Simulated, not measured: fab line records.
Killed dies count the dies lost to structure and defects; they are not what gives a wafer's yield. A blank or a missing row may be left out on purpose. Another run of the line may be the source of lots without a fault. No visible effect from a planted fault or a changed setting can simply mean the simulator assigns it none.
Which tool did it? | flow nand-harc | 63 wafers from 21 lots sampled at 5 of the route's 1159 steps

WHAT EACH GAUGE READ, for each wafer
NHARC_P_ZERO_WELL_CD_MEAS_37 targets a cd of 720 nm.
lot  | measured    | on        | cd-nm (nm)
L074 | day 1 16:20 | cd-sem-03 | 718.8 721.6 718.3
L075 | day 1 22:17 | cd-sem-03 | 717.9 717.4 718.5
L076 | day 2 04:25 | cd-sem-02 | 718.5 719.5 719.3
L078 | day 2 15:58 | cd-sem-01 | 720.0 720.9 720.9
L079 | day 2 22:06 | cd-sem-02 | 718.9 718.9 719.3
L080 | day 3 04:08 | cd-sem-03 | 720.9 722.4 723.5
L081 | day 3 10:10 | cd-sem-03 | 721.9 720.5 720.8
L083 | day 3 22:13 | cd-sem-02 | 718.6 719.2 718.3
L084 | day 4 04:07 | cd-sem-02 | 719.9 716.9 720.2
L085 | day 4 10:14 | cd-sem-02 | 719.7 719.6 718.4
L086 | day 4 16:08 | cd-sem-02 | 717.3 719.4 718.3
L087 | day 4 22:07 | cd-sem-02 | 718.7 719.0 719.7
L088 | day 5 04:10 | cd-sem-02 | 720.2 721.8 721.3
L089 | day 5 10:07 | cd-sem-02 | 720.0 719.6 716.3
L091 | day 5 22:16 | cd-sem-01 | 721.4 722.1 720.9
L092 | day 6 04:07 | cd-sem-02 | 720.1 719.3 718.4
L093 | day 6 10:00 | cd-sem-02 | 720.9 720.1 722.2
L094 | day 6 16:26 | cd-sem-02 | 718.4 719.4 720.1
L095 | day 6 22:08 | cd-sem-03 | 718.7 721.1 718.6
L096 | day 7 04:05 | cd-sem-01 | 719.1 718.7 717.8
L097 | day 7 10:07 | cd-sem-02 | 718.4 717.9 717.2

NHARC_P_STI_INSPECT_25.
lot  | measured    | on                | raw-defect-count
L074 | day 3 15:07 | defect-inspect-02 | 132 165 143
L075 | day 4 08:43 | defect-inspect-02 | 140 116 238
L076 | day 4 08:43 | defect-inspect-01 | 193 255 149
L078 | day 4 18:49 | defect-inspect-02 | 117 178 161
L079 | day 5 02:07 | defect-inspect-02 | 231 166 266
L080 | day 5 02:07 | defect-inspect-01 | 200 219 250
L081 | day 5 12:29 | defect-inspect-02 | 201 262 196
L083 | day 5 22:00 | defect-inspect-02 | 149 104 204
L084 | day 6 09:30 | defect-inspect-02 | 357 121 249
L085 | day 7 01:16 | defect-inspect-02 | 136 187 176
L086 | day 7 01:16 | defect-inspect-01 | 157 214 202
L087 | day 7 01:16 | defect-inspect-02 | 344 262 186
L088 | day 7 07:45 | defect-inspect-02 | 124 174 145
L089 | day 7 07:45 | defect-inspect-01 | 322 291 256
L091 | day 7 19:19 | defect-inspect-02 | 179 200 135
L092 | day 8 08:18 | defect-inspect-01 | 138 170 266
L093 | day 8 08:18 | defect-inspect-02 | 315 252 167
L094 | day 8 15:14 | defect-inspect-01 | 232 198 347
L095 | day 9 02:28 | defect-inspect-01 | 234 142 227
L096 | day 9 02:28 | defect-inspect-02 | 146 159 213
L097 | day 9 17:04 | defect-inspect-01 | 207 230 191

EACH LOT AND THE TOOL THAT RAN IT (in order: tool; ch and the chambers of the sampled wafers; start)
lot  | NHARC_P_ZERO_WELL_ETCH_63       | NHARC_P_ZERO_WELL_DESCUM_26       | NHARC_P_STI_DESCUM_14
L074 | rie-si-02 ch 1,2, day 1 13:39   | rie-diel-13 ch 0,3, day 1 14:46   | rie-diel-05 ch 2,3, day 2 10:19
L075 | rie-si-02 ch 0,1, day 1 19:49   | rie-diel-06 ch 0,3, day 1 20:53   | rie-diel-05 ch 1,3, day 2 21:14
L076 | rie-si-06 ch 0,1, day 2 01:49   | rie-diel-09 ch 0,3, day 2 02:56   | rie-diel-07 ch 1,2, day 2 21:16
L078 | rie-si-06 ch 0,3, day 2 13:32   | rie-diel-06 ch 0,1,2, day 2 14:31 | rie-diel-07 ch 1,2,3, day 3 11:06
L079 | rie-si-02 ch 2,3, day 2 19:39   | rie-diel-09 ch 0,1, day 2 20:38   | rie-diel-08 ch 0,2, day 3 17:56
L080 | rie-si-02 ch 0,1,2, day 3 01:36 | rie-diel-06 ch 2,3, day 3 02:40   | rie-diel-05 ch 1,2, day 3 23:11
L081 | rie-si-06 ch 1,2, day 3 07:39   | rie-diel-09 ch 0,2, day 3 08:45   | rie-diel-08 ch 1,3, day 4 05:46
L083 | rie-si-06 ch 0,2,3, day 3 19:40 | rie-diel-09 ch 0,1,2, day 3 20:44 | rie-diel-07 ch 1,2,3, day 4 18:25
L084 | rie-si-02 ch 0,1,3, day 4 01:42 | rie-diel-09 ch 0,3, day 4 02:45   | rie-diel-08 ch 2,3, day 4 23:09
L085 | rie-si-03 ch 0,1,3, day 4 07:49 | rie-diel-06 ch 1,3, day 4 08:52   | rie-diel-08 ch 0,1,2, day 5 06:08
L086 | rie-si-02 ch 0,3, day 4 13:34   | rie-diel-09 ch 0,1, day 4 14:39   | rie-diel-05 ch 0,2,3, day 5 13:12
L087 | rie-si-02 ch 0,1,3, day 4 19:40 | rie-diel-13 ch 0,2, day 4 20:44   | rie-diel-08 ch 0,1,3, day 5 19:25
L088 | rie-si-06 ch 0,1,2, day 5 01:42 | rie-diel-09 ch 0,3, day 5 02:49   | rie-diel-07 ch 0,2, day 6 03:42
L089 | rie-si-03 ch 0,2,3, day 5 07:40 | rie-diel-06 ch 2,3, day 5 08:47   | rie-diel-05 ch 0,2,3, day 6 03:32
L091 | rie-si-06 ch 1,2,3, day 5 19:43 | rie-diel-13 ch 0,3, day 5 20:47   | rie-diel-07 ch 0,1, day 6 17:13
L092 | rie-si-06 ch 0,1,3, day 6 01:41 | rie-diel-13 ch 0,2,3, day 6 02:38 | rie-diel-08 ch 0,1,3, day 7 01:25
L093 | rie-si-02 ch 1,2,3, day 6 07:34 | rie-diel-13 ch 0,1,2, day 6 08:39 | rie-diel-07 ch 1,2, day 7 06:50
L094 | rie-si-02 ch 1,3, day 6 13:58   | rie-diel-06 ch 0,2, day 6 15:04   | rie-diel-05 ch 0,1,2, day 7 11:35
L095 | rie-si-03 ch 0,1, day 6 19:40   | rie-diel-09 ch 0,1, day 6 20:40   | rie-diel-07 ch 0,1,2, day 7 20:44
L096 | rie-si-02 ch 0,1,3, day 7 01:34 | rie-diel-09 ch 0,1,2, day 7 02:40 | rie-diel-08 ch 1,2,3, day 7 23:16
L097 | rie-si-03 ch 1,2, day 7 07:32   | rie-diel-06 ch 0,3, day 7 08:37   | rie-diel-07 ch 0,1,3, day 8 08:26
- NHARC_P_ZERO_WELL_ETCH_63: etches the open film in HBr/Cl2, target depth 120 nm, time 40.1 s.
- NHARC_P_ZERO_WELL_DESCUM_26: chemistry O2, time 3 s.
- NHARC_P_STI_DESCUM_14: chemistry O2, time 3 s.

AS READ BY THE TOOLS THEMSELVES (means over the sampled wafers that have a number; for cases with no such wafer, the mark the record gives instead)
NHARC_P_ZERO_WELL_ETCH_63.
lot  | tool      | chamber-pressure-mTorr (mTorr) | drypump-motor-current-A (A) | oes-product-au (a.u.) | throttle-valve-pct (%)
L074 | rie-si-02 | 15.003                         | 6.1                         | 0.999                 | 26.413
L075 | rie-si-02 | 15.004                         | 5.9                         | 1.001                 | 26.408
L076 | rie-si-06 | 15.001                         | 5.9                         | 1.001                 | 26.407
L078 | rie-si-06 | 14.992                         | 5.9                         | 1.009                 | 26.407
L079 | rie-si-02 | 14.990                         | 5.9                         | 0.991                 | 26.402
L080 | rie-si-02 | 14.994                         | 6.0                         | 0.989                 | 26.416
L081 | rie-si-06 | 14.999                         | 5.6                         | 1.010                 | 26.411
L083 | rie-si-06 | 15.012                         | 5.6                         | 0.998                 | 26.404
L084 | rie-si-02 | 14.998                         | 5.9                         | 0.994                 | 26.414
L085 | rie-si-03 | 14.990                         | 5.7                         | 1.000                 | 26.415
L086 | rie-si-02 | 15.006                         | 5.8                         | 1.005                 | 26.408
L087 | rie-si-02 | 15.006                         | 5.9                         | 0.989                 | 26.411
L088 | rie-si-06 | 14.991                         | 5.7                         | 0.992                 | 26.406
L089 | rie-si-03 | 15.009                         | 5.4                         | 1.009                 | 26.402
L091 | rie-si-06 | 15.005                         | 6.0                         | 1.000                 | 26.400
L092 | rie-si-06 | 15.006                         | 6.1                         | 0.996                 | 26.406
L093 | rie-si-02 | 15.008                         | 6.0                         | 0.991                 | 26.403
L094 | rie-si-02 | 14.987                         | 5.9                         | 0.992                 | 26.408
L095 | rie-si-03 | 14.995                         | 6.2                         | 0.999                 | 26.406
L096 | rie-si-02 | 14.991                         | 5.9                         | 0.989                 | 26.409
L097 | rie-si-03 | 14.988                         | 5.8                         | 0.996                 | 26.391

NHARC_P_ZERO_WELL_DESCUM_26.
lot  | tool        | chamber-pressure-mTorr (mTorr) | drypump-motor-current-A (A) | o2-flow-sccm (sccm) | oes-product-au (a.u.) | rf-vpp-V (V) | showerhead-plenum-p-Torr (Torr) | throttle-valve-pct (%)
L074 | rie-diel-13 | 60.00                          | 5.9                         | 200.1               | 0.998                 | 59.1         | 1.94                            | 11.314
L075 | rie-diel-06 | 59.96                          | 5.3                         | 199.9               | 0.995                 | 58.5         | 1.96                            | 11.307
L076 | rie-diel-09 | 59.96                          | 4.8                         | 199.2               | 0.992                 | 57.6         | 1.98                            | 11.313
L078 | rie-diel-06 | 59.98                          | 5.9                         | 200.1               | 0.996                 | 58.0         | 2.02                            | 11.312
L079 | rie-diel-09 | 60.07                          | 5.3                         | 199.8               | 0.995                 | 58.7         | 1.98                            | 11.312
L080 | rie-diel-06 | 60.02                          | 5.2                         | 200.5               | 0.992                 | 57.9         | 1.98                            | 11.311
L081 | rie-diel-09 | 60.00                          | 5.2                         | 199.7               | 1.007                 | 58.3         | 1.98                            | 11.323
L083 | rie-diel-09 | 59.99                          | 5.4                         | 199.3               | 1.004                 | 57.7         | 1.92                            | 11.312
L084 | rie-diel-09 | 60.03                          | 4.8                         | 199.8               | 1.004                 | 58.0         | 1.98                            | 11.320
L085 | rie-diel-06 | 59.99                          | 5.4                         | 200.0               | 0.993                 | 57.6         | 1.96                            | 11.304
L086 | rie-diel-09 | 59.98                          | 5.5                         | 200.3               | 1.013                 | 57.8         | 1.92                            | 11.320
L087 | rie-diel-13 | 60.02                          | 4.9                         | 200.3               | 1.008                 | 58.1         | 1.90                            | 11.303
L088 | rie-diel-09 | 59.94                          | 4.8                         | 199.8               | 1.011                 | 57.0         | 1.98                            | 11.308
L089 | rie-diel-06 | 60.02                          | 5.4                         | 200.0               | 0.997                 | 58.3         | 2.03                            | 11.313
L091 | rie-diel-13 | 60.05                          | 5.4                         | 200.3               | 0.990                 | 58.0         | 1.90                            | 11.325
L092 | rie-diel-13 | 60.00                          | 5.5                         | 199.9               | 0.996                 | 58.5         | 1.95                            | 11.311
L093 | rie-diel-13 | 59.98                          | 5.6                         | 200.0               | 1.007                 | 57.8         | 1.94                            | 11.317
L094 | rie-diel-06 | 59.99                          | 5.7                         | 200.3               | 0.988                 | 58.4         | 2.04                            | 11.315
L095 | rie-diel-09 | 59.98                          | 5.5                         | 199.9               | 1.001                 | 58.1         | 1.91                            | 11.317
L096 | rie-diel-09 | 60.01                          | 5.4                         | 200.4               | 1.005                 | 57.0         | 1.91                            | 11.318
L097 | rie-diel-06 | 60.01                          | 5.3                         | 199.6               | 0.998                 | 58.6         | 1.96                            | 11.307

NHARC_P_STI_DESCUM_14.
lot  | tool        | chamber-pressure-mTorr (mTorr) | drypump-motor-current-A (A) | o2-flow-sccm (sccm) | oes-product-au (a.u.) | rf-vpp-V (V) | showerhead-plenum-p-Torr (Torr) | throttle-valve-pct (%)
L074 | rie-diel-05 | 59.94                          | 5.5                         | 200.2               | 1.007                 | 58.5         | 1.99                            | 11.316
L075 | rie-diel-05 | 60.01                          | 5.7                         | 200.0               | 1.003                 | 57.3         | 1.94                            | 11.307
L076 | rie-diel-07 | 60.00                          | 6.1                         | 199.7               | 1.007                 | 59.2         | 2.02                            | 11.313
L078 | rie-diel-07 | 60.01                          | 6.3                         | 200.0               | 0.996                 | 58.2         | 1.99                            | 11.309
L079 | rie-diel-08 | 59.98                          | 6.4                         | 199.5               | 1.004                 | 58.0         | 2.06                            | 11.313
L080 | rie-diel-05 | 60.01                          | 6.0                         | 200.5               | 1.001                 | 58.8         | 1.96                            | 11.308
L081 | rie-diel-08 | 59.97                          | 6.1                         | 199.7               | 0.990                 | 58.4         | 1.97                            | 11.309
L083 | rie-diel-07 | 59.98                          | 6.2                         | 200.0               | 0.992                 | 57.5         | 1.99                            | 11.310
L084 | rie-diel-08 | 59.96                          | 6.1                         | 200.3               | 0.993                 | 58.2         | 2.03                            | 11.310
L085 | rie-diel-08 | 60.01                          | 6.4                         | 200.2               | 1.008                 | 58.0         | 2.04                            | 11.311
L086 | rie-diel-05 | 59.98                          | 5.7                         | 199.7               | 0.997                 | 58.7         | 1.97                            | 11.313
L087 | rie-diel-08 | 60.02                          | 6.3                         | 199.8               | 0.995                 | 58.0         | 2.00                            | 11.313
L088 | rie-diel-07 | 60.01                          | 5.5                         | 200.2               | 0.986                 | 57.1         | 1.89                            | 11.318
L089 | rie-diel-05 | 60.07                          | 5.7                         | 199.2               | 0.998                 | 58.0         | 1.97                            | 11.322
L091 | rie-diel-07 | 59.97                          | 6.2                         | 200.0               | 0.990                 | 57.8         | 1.90                            | 11.301
L092 | rie-diel-08 | 59.95                          | 6.3                         | 200.3               | 1.013                 | 58.5         | 2.00                            | 11.313
L093 | rie-diel-07 | 59.98                          | 6.4                         | 199.2               | 0.991                 | 57.8         | 1.99                            | 11.309
L094 | rie-diel-05 | 60.01                          | 6.0                         | 199.8               | 0.998                 | 58.6         | 1.96                            | 11.308
L095 | rie-diel-07 | 60.04                          | 6.0                         | 199.4               | 0.983                 | 57.2         | 1.94                            | 11.313
L096 | rie-diel-08 | 59.99                          | 6.2                         | 199.5               | 0.997                 | 58.2         | 2.01                            | 11.311
L097 | rie-diel-07 | 60.00                          | 6.1                         | 199.8               | 1.002                 | 57.7         | 1.90                            | 11.305

THE ANSWER, worked out from the rows above alone
Rule: what is usual is taken from the lots themselves. Put in order of their means at a reading, lots are off if they are a third of the lots or fewer, leave a main group of 4 or more, and stand apart from it by a gap of 3 or more times the standard deviation of the main group's means; of several such gaps the widest counts. The tables above print the reading to a certain number of digits; a main group whose means all agree to those digits is not used. A lot without any number at a reading at which 4 lots or more have one is off too. All remaining lots with rows at the step are treated as sound. First the gauges in route order, then the tools' own readings, where a lot's mean is used as printed above. The first step at which some lot is off is used, and at that step the reading that is off furthest; a lot without a number counts as furthest.
Nothing can be told from this: no lot is off at any reading shown.

WHAT THE SIMULATOR HAD INSERTED
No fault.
